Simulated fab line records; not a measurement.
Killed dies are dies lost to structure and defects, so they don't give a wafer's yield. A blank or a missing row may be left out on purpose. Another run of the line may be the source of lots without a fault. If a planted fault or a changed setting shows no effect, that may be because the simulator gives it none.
Which tool was responsible? ; flow n5-finfet ; Sampling: 9 lots, 26 wafers, 2 of 1938 route steps

== WHAT EACH GAUGE READ, for each wafer ==
N5_FIN_SAQP_THK_MEAS_07.
lot;measured;on;thk-nm (nm)
L653;day 2 16:29;film-metro-02;58.3 59.1
L656;day 3 09:34;film-metro-02;59.7 60.6 59.8
L657;day 3 15:18;film-metro-02;59.5 57.8 60.1
L666;day 5 21:16;film-metro-02;59.5 59.5 60.0
L667;day 6 03:49;film-metro-02;59.4 60.1 60.1
L668;day 6 10:02;film-metro-01;60.5 60.5 60.9
L669;day 6 15:29;film-metro-01;59.7 59.5 60.0
L670;day 6 21:12;film-metro-02;58.5 59.1 60.6
L672;day 7 08:53;film-metro-01;59.4 59.8 59.9

== EACH LOT AND THE TOOL THAT RAN IT (in order: tool; ch and the chambers of the sampled wafers; start) ==
lot;N5_FIN_SAQP_PECVD_48
L653;pecvd-02 ch 0, day 2 16:21
L656;pecvd-02 ch 0,1,2, day 3 09:26
L657;pecvd-04 ch 1,2, day 3 15:10
L666;pecvd-01 ch 0,2, day 5 21:08
L667;pecvd-02 ch 0,1,2, day 6 03:41
L668;pecvd-04 ch 0,1, day 6 09:55
L669;pecvd-04 ch 0,1, day 6 15:21
L670;pecvd-04 ch 0,2, day 6 21:05
L672;pecvd-01 ch 0,1,2, day 7 08:46
- N5_FIN_SAQP_PECVD_48: deposits SiNx from SiH4/NH3/N2, target thk 25 nm, time 22.1 s.

== THE ANSWER, worked out from the rows above alone ==
Rule: the lots themselves supply what counts as usual. Put in order of their means at a reading, lots are off if they are a third of the lots or fewer, leave a main group of 4 or more, and stand apart from it by a gap of 3 or more times the standard deviation of the main group's means; of several such gaps the widest counts. A main group is skipped when, at the precision printed for the reading in the tables above, its means are all equal. A lot without any number at a reading at which 4 lots or more have one is off too. The other lots that the step has rows for count as sound.
Across all readings shown, no lot is off: no conclusion can be drawn from this.

== WHAT WAS PUT IN BY THE SIMULATOR ==
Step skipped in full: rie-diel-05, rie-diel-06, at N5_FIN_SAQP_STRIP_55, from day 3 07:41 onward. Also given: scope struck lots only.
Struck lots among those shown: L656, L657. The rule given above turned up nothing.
